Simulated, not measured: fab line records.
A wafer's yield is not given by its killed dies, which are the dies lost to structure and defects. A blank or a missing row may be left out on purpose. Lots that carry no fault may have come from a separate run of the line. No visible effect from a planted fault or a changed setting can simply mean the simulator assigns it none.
fab line records	flow n5_finfet
record: lots: 7	wafers: 21
route steps=1938 shown GATE_CUT@510 MOL_CONTACT_COAG@517 BEOL_M0_SAQP@663 BEOL_M1@770
start_h: start of the lot's first displayed wafer, in hours after the record's first day	wait_h: time in hours since the lot's previous step	" the same as in the row above	L1.1+2: one row covering several wafers at once	- no value present, or no start provided	* or withheld: withheld	< > ~ a bound
route shown NAME@n: names a module that has steps shown in the file, with the first one's number in the route	usual: mean/standard deviation of fault-free wafers	same: alike in all rows	chamber/n: place in a boat	sites: the reading at each site	_std_site: standard deviation across them	_edge_site: inner sites' mean taken away from outer sites' mean	radius_mm: how far each site lies from the wafer's centre	mask NAME#n: copy n	behind: the tool/chamber that last shaped the wafer	hold: reason for holding the lot/hours on hold/outcome of the hold	device: transistor that didn't switch, given as n, p or np	end of line: tests run on the same wafers once the route is complete	step lacking rows: just its recipe	killed: count of dies lost to structure and defects at first sort (not the wafer's yield)	map: the dies of a wafer, with x for killed, . for not killed, _ for no die there
set.NAME: the setting the step ran with; set.NAME@STEP: the setting that earlier step ran with	model.NAME: the simulator's own value behind a step, which no gauge read
lots whose settings were changed on purpose; a table a step, a row a wafer
== steps ==
step: N5_GATE_CUT_ALD_22
recipe: material: SiNx	target_thk_a: 160	temp_c: 400	ald_precursor_family: SiH2I2	ald_co_reactant: N2/H2-plasma	pulse_time_s: 1	ald_cycles: 320	purge_time_s: 2	co_reactant_purge_time_s: 2	pressure_torr: 2
lot.wafer	tool	chamber	start_h	wait_h	set.ald_cycles	model.SiNx_of_GATE_CUT_ALD_22.thk_nm
L075.2+4	ald_sin-04	1,2	97.06	0.0	320	16
L075.5	"	1	"	"	296	14.8
L077.1	ald_sin-03	2	113.08	0.0	320	16
L077.2	"	3	"	"	371	18.6
L077.3	"	0	"	"	371	18.4
L080.1+3+6	ald_sin-03	1,0,2	123.71	0.1	320	16
L083.2+4+5	ald_sin-01	2,1,1	142.11	0.0	320	16
L085.3	ald_sin-01	3	154.74	0.0	320	16.2
L085.5+6	"	0,1	"	"	320	16
L090.2+6	ald_sin-04	3	179.89	0.0	320	16
L090.5	"	0	"	"	290	14.6
L091.2+3+4	ald_sin-03	3,0,3	191.00	2.1	320	16
step: N5_MOL_CONTACT_COAG_COAT_103
recipe: resist: SOC	temp_c: 250	time_s: 60	spin_rpm: 1500	resist_thk_nm: 80
lot.wafer	tool	chamber	start_h	wait_h	set.spin_rpm	model.SOC_of_MOL_CONTACT_COAG_COAT_103.thk_nm
L075.2	litho_track-02	0	99.61	0.0	1341	84.4
L075.4	"	0	"	"	1341	84.8
L075.5	"	0	"	"	1341	84.6
L077.1	litho_track-02	0	115.63	0.0	1643	76.4
L077.2	"	0	"	"	1500	80.2
L077.3	"	0	"	"	1500	80
L080.1	litho_track-05	0	126.26	0.0	1500	79.8
L080.3	"	0	"	"	1500	79.6
L080.6	"	0	"	"	1500	79.4
L083.2+4+5	litho_track-05	0	144.67	0.0	1500	80
L085.3+5	litho_track-03	0	157.29	0.0	1598	77.6
L085.6	"	0	"	"	1500	79.8
L090.2	litho_track-05	0	182.45	0.0	1500	79.8
L090.5	"	0	"	"	1500	80.2
L090.6	"	0	"	"	1429	82.2
L091.2+3+4	litho_track-03	0	193.61	0.0	1500	79.8
step: N5_MOL_CONTACT_COAG_COAT_104
recipe: resist: SiARC	temp_c: 220	time_s: 60	spin_rpm: 1500	resist_thk_nm: 12
step: N5_MOL_CONTACT_COAG_COAT_58
recipe: resist: underlayer	temp_c: 205	time_s: 60	spin_rpm: 1500	resist_thk_nm: 10
step: N5_MOL_CONTACT_COAG_ETCH_59
recipe: chemistry: N2/H2	target: underlayer	target_depth_a: 130	mask_material: CAR-EUV	time_s: 10.4	ion_energy_ev: 200	pressure_mtorr: 30	source_w: 840	bias_w: 150	n2_flow_sccm: 200	h2_flow_sccm: 200	ends: cleared
step: N5_MOL_CONTACT_COAG_ETCH_105
recipe: chemistry: CF4	target: SiARC	target_depth_a: 156	mask_material: CAR-EUV	time_s: 26	ion_energy_ev: 80	pressure_mtorr: 40	source_w: 545	bias_w: 36	Ar_flow_sccm: 100	cf4_flow_sccm: 100	ends: cleared
step: N5_MOL_CONTACT_COAG_ETCH_106
recipe: chemistry: N2/H2	target: SOC	target_depth_a: 800	overetch_a: 160	mask_material: SiARC	temp_c: 40	time_s: 120	ion_energy_ev: 200	pressure_mtorr: 30	source_w: 840	bias_w: 150	n2_flow_sccm: 200	h2_flow_sccm: 200
lot.wafer	tool	chamber	start_h	wait_h	set.spin_rpm@MOL_CONTACT_COAG_COAT_103	model.etch.depth_nm
L075.2	rie_diel-06	3	100.22	0.0	1341	84.49
L075.4	"	1	"	"	1341	84.84
L075.5	"	3	"	"	1341	84.58
L077.1	rie_diel-01	2	116.25	0.0	1643	76.43
L077.2	"	3	"	"	1500	80.14
L077.3	"	0	"	"	1500	79.99
L080.1	rie_diel-01	0	126.86	0.0	1500	79.84
L080.3	"	1	"	"	1500	79.53
L080.6	"	0	"	"	1500	79.32
L083.2	rie_diel-01	0	146.18	0.0	1500	80.03
L083.4	"	2	"	"	1500	79.95
L083.5	"	0	"	"	1500	79.94
L085.3	rie_diel-01	0	157.89	0.0	1598	77.6
L085.5	"	1	"	"	1598	77.66
L085.6	"	0	"	"	1500	79.88
L090.2	rie_diel-03	1	183.04	0.0	1500	79.83
L090.5	"	0	"	"	1500	80.28
L090.6	"	1	"	"	1429	82.1
L091.2+4	rie_diel-03	0,2	194.09	0.0	1500	79.88
L091.3	"	1	"	"	1500	79.78
step: N5_MOL_CONTACT_COAG_STRIP_107
recipe: chemistry: N2/H2	temp_c: 40	n2_flow_sccm: 200	h2_flow_sccm: 200	rf_frequency_hz: 6e+07
step: N5_MOL_CONTACT_COAG_STRIP_108
recipe: chemistry: N2/H2	temp_c: 40	n2_flow_sccm: 200	h2_flow_sccm: 200	rf_frequency_hz: 6e+07
step: N5_MOL_CONTACT_COAG_CONTACT_ETCH_14
recipe: chemistry: C4F6/O2	target: SiO2	target_depth_a: 275	overetch_a: 85	mask_material: SOC	pressure_mtorr: 30	source_w: 370	bias_w: 185	Ar_flow_sccm: 300	C4F6_flow_sccm: 16	O2_flow_sccm: 10	time_s: 20	ion_energy_ev: 259.6
lot.wafer	tool	chamber	start_h	wait_h	set.spin_rpm@MOL_CONTACT_COAG_COAT_103	model.SOC_of_MOL_CONTACT_COAG_COAT_103.thk_nm
L075.2+5	rie_diel-06	3	100.32	0.0	1341	83
L075.4	"	1	"	"	1341	83.4
L077.1	rie_diel-01	2	116.35	0.0	1643	75
L077.2	"	3	"	"	1500	78.8
L077.3	"	0	"	"	1500	78.6
L080.1	rie_diel-01	0	126.96	0.0	1500	78.4
L080.3	"	1	"	"	1500	78
L080.6	"	0	"	"	1500	77.8
L083.2	rie_diel-01	0	146.28	0.0	1500	78.6
L083.4+5	"	2,0	"	"	1500	78.4
L085.3+5	rie_diel-01	0,1	157.99	0.0	1598	76.2
L085.6	"	0	"	"	1500	78.4
L090.2	rie_diel-03	1	183.14	0.0	1500	78.4
L090.5	"	0	"	"	1500	78.8
L090.6	"	1	"	"	1429	80.6
L091.2+3+4	rie_diel-03	0,1,2	194.19	0.0	1500	78.4
step: N5_MOL_CONTACT_COAG_ETCHBACK_135
recipe: chemistry: CHF3	target: SiO2	target_depth_a: 250	time_s: 16.7	ion_energy_ev: 200	pressure_mtorr: 30	source_w: 610	bias_w: 170	Ar_flow_sccm: 200	CHF3_flow_sccm: 50
lot.wafer	tool	chamber	start_h	wait_h	set.time_s	model.SOC_of_MOL_CONTACT_COAG_COAT_75.thk_nm
L075.2+5	rie_diel-03	2,3	112.96	0.0	15.05	57.8
L075.4	"	3	"	"	16.7	57.6
L077.1+3	rie_diel-03	3,1	127.29	0.0	19.16	57
L077.2	"	0	"	"	16.7	57.4
L080.1	rie_diel-01	1	136.69	0.0	15.07	57.4
L080.3	"	3	"	"	16.7	57.4
L080.6	"	2	"	"	15.07	57.8
L083.2+4	rie_diel-01	1,2	155.82	0.0	16.7	57
L083.5	"	1	"	"	16.7	57.2
L085.3	rie_diel-03	1	169.59	0.0	19.93	56.8
L085.5+6	"	2,1	"	"	16.7	57.4
L090.2+6	rie_diel-06	3,2	196.90	0.0	16.7	57.4
L090.5	"	3	"	"	16.7	57.2
L091.2	rie_diel-06	0	202.33	0.0	13.52	57.6
L091.3	"	3	"	"	13.52	57.8
L091.4	"	2	"	"	16.7	57.2
step: N5_MOL_CONTACT_COAG_VIA_ETCH_46
recipe: chemistry: C4F6/O2	target_depth_a: 460	overetch_a: 92	mask_material: SOC	target: SiO2	bias_w: 455	pressure_mtorr: 10	time_s: 40	source_w: 325	Ar_flow_sccm: 300	C4F6_flow_sccm: 10	O2_flow_sccm: 10	ion_energy_ev: 575.3	ends: end_point
usual: rf_vpp_V: 1591/10
lot.wafer	tool	chamber	start_h	wait_h	set.bias_w	rf_vpp_V
L075.2	rie_diel-03	2	112.99	0.0	455	1602
L075.4	"	3	"	"	455	1577
L075.5	"	3	"	"	455	1577
L077.1	rie_diel-03	3	127.33	0.0	486.4	1656
L077.2	"	0	"	"	455	1597
L077.3	"	1	"	"	486.4	1668
L080.1	rie_diel-01	1	136.73	0.0	522	1753
L080.3	"	3	"	"	455	1587
L080.6	"	2	"	"	522	1778
L083.2	rie_diel-01	1	155.85	0.0	455	1583
L083.4	"	2	"	"	455	1607
L083.5	"	1	"	"	455	1583
L085.3	rie_diel-03	1	169.62	0.0	455	1583
L085.5	"	2	"	"	455	1599
L085.6	"	1	"	"	455	1584
L090.2	rie_diel-06	3	196.93	0.0	388.2	1421
L090.5	"	3	"	"	455	1599
L090.6	"	2	"	"	455	1598
L091.2	rie_diel-06	0	202.36	0.0	455	1583
L091.3	"	3	"	"	510.6	1742
L091.4	"	2	"	"	455	1600
step: N5_MOL_CONTACT_COAG_ETCHBACK_136
recipe: chemistry: CHF3	target: SiO2	target_depth_a: 250	time_s: 16.7	ion_energy_ev: 200	pressure_mtorr: 30	source_w: 610	bias_w: 170	Ar_flow_sccm: 200	CHF3_flow_sccm: 50
lot.wafer	tool	chamber	start_h	wait_h	set.target_depth_a
L075.2+5	rie_diel-01	0,1	114.41	0.0	250
L075.4	"	1	"	"	262.1
L077.1	rie_diel-03	0	129.02	0.0	250
L077.2+3	"	2,3	"	"	230.8
L080.1+3+6	rie_diel-06	1,0,0	138.06	0.0	250
L083.2+4+5	rie_diel-01	2,2,0	157.24	0.0	250
L085.3+6	rie_diel-06	1,2	171.24	0.0	236.4
L085.5	"	1	"	"	250
L090.2+5+6	rie_diel-06	2,3,2	199.18	0.0	250
L091.2+4	rie_diel-03	2,0	204.55	0.0	264
L091.3	"	3	"	"	250
step: N5_MOL_CONTACT_COAG_STRIP_120
recipe: chemistry: CHF3	resist: SiARC	rf_frequency_hz: 6e+07
step: N5_MOL_CONTACT_COAG_VIA_ETCH_117
recipe: chemistry: C4F6/O2	target_depth_a: 400	overetch_a: 80	mask_material: SOC	target: SiO2	bias_w: 455	pressure_mtorr: 10	time_s: 26	source_w: 325	Ar_flow_sccm: 300	C4F6_flow_sccm: 10	O2_flow_sccm: 10	ion_energy_ev: 575.3	ends: end_point
lot.wafer	tool	chamber	start_h	wait_h	set.target_depth_a@MOL_CONTACT_COAG_ETCHBACK_136	model.etch.depth_nm	model.MOL_CONTACT_COAG.feature_depth_nm
L075.2	rie_diel-01	0	114.44	0.0	250	39.66	39.6
L075.4	"	1	"	"	262.1	38.29	38.2
L075.5	"	1	"	"	250	39.37	39.4
L077.1	rie_diel-03	0	129.05	0.0	250	40.25	40.2
L077.2	"	2	"	"	230.8	41.89	41.8
L077.3	"	3	"	"	230.8	42.22	42.2
L080.1	rie_diel-06	1	138.10	0.0	250	39.94	40
L080.3	"	0	"	"	250	40.19	40.2
L080.6	"	0	"	"	250	40.09	40
L083.2	rie_diel-01	2	157.27	0.0	250	39.95	40
L083.4	"	2	"	"	250	39.97	40
L083.5	"	0	"	"	250	39.83	39.8
L085.3	rie_diel-06	1	171.28	0.0	236.4	41.22	41.2
L085.5	"	1	"	"	250	39.62	39.6
L085.6	"	2	"	"	236.4	41.5	41.6
L090.2	rie_diel-06	2	199.22	0.0	250	40.18	40.2
L090.5	"	3	"	"	250	39.57	39.6
L090.6	"	2	"	"	250	40.42	40.4
L091.2	rie_diel-03	2	204.58	0.0	264	38.95	39
L091.3	"	3	"	"	250	41	41
L091.4	"	0	"	"	264	39.17	39.2
step: N5_BEOL_M0_SAQP_SPACER1_ALD_98
recipe: material: SiO2	target_thk_a: 128	temp_c: 300	ald_precursor_family: BDEAS	ald_co_reactant: O2-plasma	pulse_time_s: 1	purge_time_s: 2	co_reactant_purge_time_s: 2	ald_cycles: 138	pressure_torr: 2
lot.wafer	tool	chamber	start_h	wait_h	set.ald_cycles	model.SiO2_of_BEOL_M0_SAQP_SPACER1_ALD_98.thk_nm
L075.2+4	ald_sin-01	2,3	121.87	0.6	138	12.8
L075.5	"	2	"	"	156	14.6
L077.1+2+3	ald_sin-04	0,3,1	139.40	0.9	138	12.8
L080.1+3	ald_sin-04	3,0	147.12	0.3	123	11.4
L080.6	"	1	"	"	138	12.8
L083.2+4+5	ald_sin-01	1,2,2	163.86	0.3	138	12.8
L085.3+6	ald_sin-04	3,2	178.57	0.2	138	12.8
L085.5	"	3	"	"	115	10.8
L090.2+5	ald_sin-04	2,0	206.86	0.6	158	14.6
L090.6	"	3	"	"	138	12.8
L091.2	ald_sin-04	2	212.67	0.3	148	13.8
L091.3+4	"	1,3	"	"	138	12.8
step: N5_BEOL_M0_SAQP_SPACER1_ETCHBACK_99
recipe: chemistry: CHF3/O2	mode: anisotropic_etchback	target: SiO2	target_depth_a: 154	time_s: 7.7	pressure_mtorr: 30	source_w: 650	bias_w: 170	Ar_flow_sccm: 200	CHF3_flow_sccm: 50	O2_flow_sccm: 5	ion_energy_ev: 200
step: N5_BEOL_M0_SAQP_MANDREL1_REMOVE_100
recipe: chemistry: HBr/Cl2/O2	bt_time_s: 10	target: a-Si	stop_on: SiNx	endpoint: OES-SiCl	over_etch_frac: 0.85	icp_w: 600	bias_w: 30	HBr_flow_sccm: 150	Cl2_flow_sccm: 80	O2_flow_sccm: 5	pressure_mtorr: 10
lot.wafer	tool	chamber	start_h	wait_h	set.ald_cycles@BEOL_M0_SAQP_SPACER1_ALD_98	model.BEOL_M0_SAQP.cd_nm
L075.2	rie_si-03	3	122.43	0.1	138	12.8
L075.4	"	0	"	"	138	13
L075.5	"	0	"	"	156	14.6
L077.1+3	rie_si-06	2,0	140.05	0.1	138	12.8
L077.2	"	1	"	"	138	13
L080.1	rie_si-04	0	147.69	0.1	123	11.4
L080.3	"	3	"	"	123	11.2
L080.6	"	2	"	"	138	12.8
L083.2+4+5	rie_si-06	2,0,0	164.43	0.1	138	12.8
L085.3+6	rie_si-04	1,0	179.14	0.1	138	12.8
L085.5	"	2	"	"	115	10.6
L090.2+5	rie_si-03	3	207.45	0.1	158	14.6
L090.6	"	1	"	"	138	13
L091.2	rie_si-03	2	213.24	0.1	148	13.8
L091.3+4	"	0,3	"	"	138	12.8
step: N5_BEOL_M0_SAQP_CD_MEAS_25
recipe: target_cd_nm: 13.1	landing_energy_ev: 1000	detector: se_inlens
usual: cd_nm: 12.80/0.22
lot.wafer	tool	chamber	start_h	wait_h	set.ald_cycles@BEOL_M0_SAQP_SPACER1_ALD_98	cd_nm
L075.2	cd_sem-02	0	122.55	0.1	138	12.71
L075.4	"	0	"	"	138	13.44
L075.5	"	0	"	"	156	14.29
L077.1	cd_sem-01	0	140.16	0.1	138	12.89
L077.2	"	0	"	"	138	13.28
L077.3	"	0	"	"	138	12.55
L080.1	cd_sem-02	0	147.80	0.1	123	10.99
L080.3	"	0	"	"	123	11.24
L080.6	"	0	"	"	138	12.85
L083.2	cd_sem-02	0	164.54	0.1	138	12.78
L083.4	"	0	"	"	138	12.79
L083.5	"	0	"	"	138	12.99
L085.3	cd_sem-01	0	179.25	0.1	138	12.73
L085.5	"	0	"	"	115	10.50
L085.6	"	0	"	"	138	13.09
L090.2	cd_sem-01	0	207.56	0.1	158	14.93
L090.5	"	0	"	"	158	14.23
L090.6	"	0	"	"	138	13.06
L091.2	cd_sem-02	0	213.35	0.1	148	13.60
L091.3	"	0	"	"	138	12.93
L091.4	"	0	"	"	138	13.18
step: N5_BEOL_M0_SAQP_ETCH_107
recipe: chemistry: CH3F/O2	target: SiNx	target_depth_a: 300	mask_material: SOC	pressure_mtorr: 30	source_w: 395	bias_w: 73	Ar_flow_sccm: 150	CH3F_flow_sccm: 30	O2_flow_sccm: 20	ion_energy_ev: 120
usual: rf_vpp_V: 298/3.3
lot.wafer	tool	chamber	start_h	wait_h	set.bias_w	rf_vpp_V	model.BEOL_M0_SAQP.feature_depth_nm
L075.2	rie_diel-05	3	123.31	0.0	73	301	29.4
L075.4	"	0	"	"	82.49	330	31
L075.5	"	1	"	"	82.49	332	31.4
L077.1	rie_diel-04	3	140.93	0.0	73	297	30
L077.2	"	2	"	"	65.37	275	29.4
L077.3	"	1	"	"	65.37	268	29.2
L080.1	rie_diel-02	3	148.63	0.0	61.62	258	28.2
L080.3	"	0	"	"	61.62	258	28
L080.6	"	3	"	"	61.62	258	28
L083.2	rie_diel-05	2	165.30	0.0	73	295	29.4
L083.4	"	3	"	"	73	302	29.4
L083.5	"	1	"	"	73	302	30.4
L085.3	rie_diel-05	3	180.10	0.0	73	303	29
L085.5	"	3	"	"	83.13	334	30.6
L085.6	"	0	"	"	73	299	29.6
L090.2	rie_diel-04	3	209.09	0.0	73	298	30
L090.5	"	2	"	"	60.12	258	28
L090.6	"	1	"	"	60.12	249	28.2
L091.2	rie_diel-02	3	214.23	0.0	63.02	263	28.4
L091.3	"	2	"	"	63.02	268	28.4
L091.4	"	1	"	"	73	300	30.2
step: N5_BEOL_M1_ETCH_64
recipe: chemistry: N2/H2	target: SOC	target_depth_a: 750	overetch_a: 150	mask_material: SiARC	temp_c: 40	time_s: 112.5	ion_energy_ev: 200	pressure_mtorr: 30	source_w: 840	bias_w: 150	n2_flow_sccm: 200	h2_flow_sccm: 200
usual: rf_vpp_V: 523.4/2.2
lot.wafer	tool	chamber	start_h	wait_h	set.source_w	rf_vpp_V	model.SiARC_of_BEOL_M1_COAT_62.thk_nm
L075.2	rie_diel-02	2	136.55	0.0	840	524.1	6.8
L075.4	"	3	"	"	840	523.9	6.8
L075.5	"	0	"	"	840	523.7	7
L077.1	rie_diel-02	2	157.80	0.0	840	525.9	6.8
L077.2	"	0	"	"	695.3	556.8	7.4
L077.3	"	3	"	"	695.3	557.2	7.4
L080.1	rie_diel-05	2	163.20	0.0	840	522.2	6.8
L080.3	"	0	"	"	840	522.9	6.8
L080.6	"	0	"	"	840	523.5	6.8
L083.2	rie_diel-04	2	176.93	0.0	840	528.1	6.8
L083.4	"	3	"	"	840	519.5	6.8
L083.5	"	2	"	"	840	527.6	6.8
L085.3	rie_diel-02	2	193.16	0.0	840	524.9	6.8
L085.5	"	2	"	"	968.7	499.5	6.4
L085.6	"	3	"	"	968.7	498.9	6.4
L090.2	rie_diel-05	0	220.37	0.0	840	523.9	6.8
L090.5	"	0	"	"	761.7	540.0	7.2
L090.6	"	1	"	"	840	523.2	6.6
L091.2	rie_diel-05	1	223.40	0.0	742.3	544.8	7
L091.3	"	3	"	"	742.3	544.6	7.2
L091.4	"	3	"	"	840	522.8	7
== key ==
split: step: N5_GATE_CUT_ALD_22	setting: ald_cycles	stated: 320	by: wafer
response: step: N5_GATE_CUT_ALD_22	reading: model.SiNx_of_GATE_CUT_ALD_22.thk_nm	change: +0.156	per: 1%	r: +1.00
split: step: N5_MOL_CONTACT_COAG_COAT_103	setting: spin_rpm	stated: 1500	by: wafer
response: step: N5_MOL_CONTACT_COAG_COAT_103	reading: model.SOC_of_MOL_CONTACT_COAG_COAT_103.thk_nm	change: -0.385	per: 1%	r: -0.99
response: step: N5_MOL_CONTACT_COAG_ETCH_106	reading: model.etch.depth_nm	change: -0.379	per: 1%	r: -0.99
response: step: N5_MOL_CONTACT_COAG_CONTACT_ETCH_14	reading: model.SOC_of_MOL_CONTACT_COAG_COAT_103.thk_nm	change: -0.379	per: 1%	r: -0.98
split: step: N5_MOL_CONTACT_COAG_ETCHBACK_135	setting: time_s	stated: 16.7	by: wafer
response: step: N5_MOL_CONTACT_COAG_ETCHBACK_135	reading: model.SOC_of_MOL_CONTACT_COAG_COAT_75.thk_nm	change: -0.027	per: 1%	r: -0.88
split: step: N5_MOL_CONTACT_COAG_VIA_ETCH_46	setting: bias_w	stated: 455	by: wafer
response: step: N5_MOL_CONTACT_COAG_VIA_ETCH_46	reading: rf_vpp_V	change: +12	per: 1%	r: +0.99
split: step: N5_MOL_CONTACT_COAG_ETCHBACK_136	setting: target_depth_a	stated: 250	by: wafer
response: step: N5_MOL_CONTACT_COAG_VIA_ETCH_117	reading: model.etch.depth_nm	change: -0.28	per: 1%	r: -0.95
response: step: N5_MOL_CONTACT_COAG_VIA_ETCH_117	reading: model.MOL_CONTACT_COAG.feature_depth_nm	change: -0.283	per: 1%	r: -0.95
split: step: N5_BEOL_M0_SAQP_SPACER1_ALD_98	setting: ald_cycles	stated: 138	by: wafer
response: step: N5_BEOL_M0_SAQP_SPACER1_ALD_98	reading: model.SiO2_of_BEOL_M0_SAQP_SPACER1_ALD_98.thk_nm	change: +0.127	per: 1%	r: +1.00
response: step: N5_BEOL_M0_SAQP_MANDREL1_REMOVE_100	reading: model.BEOL_M0_SAQP.cd_nm	change: +0.127	per: 1%	r: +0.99
response: step: N5_BEOL_M0_SAQP_CD_MEAS_25	reading: cd_nm	change: +0.122	per: 1%	r: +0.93
split: step: N5_BEOL_M0_SAQP_ETCH_107	setting: bias_w	stated: 73	by: wafer
response: step: N5_BEOL_M0_SAQP_ETCH_107	reading: rf_vpp_V	change: +2.45	per: 1%	r: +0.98
response: step: N5_BEOL_M0_SAQP_ETCH_107	reading: model.BEOL_M0_SAQP.feature_depth_nm	change: +0.11	per: 1%	r: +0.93
split: step: N5_BEOL_M1_ETCH_64	setting: source_w	stated: 840	by: wafer
response: step: N5_BEOL_M1_ETCH_64	reading: rf_vpp_V	change: -1.77	per: 1%	r: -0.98
response: step: N5_BEOL_M1_ETCH_64	reading: model.SiARC_of_BEOL_M1_COAT_62.thk_nm	change: -0.0296	per: 1%	r: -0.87
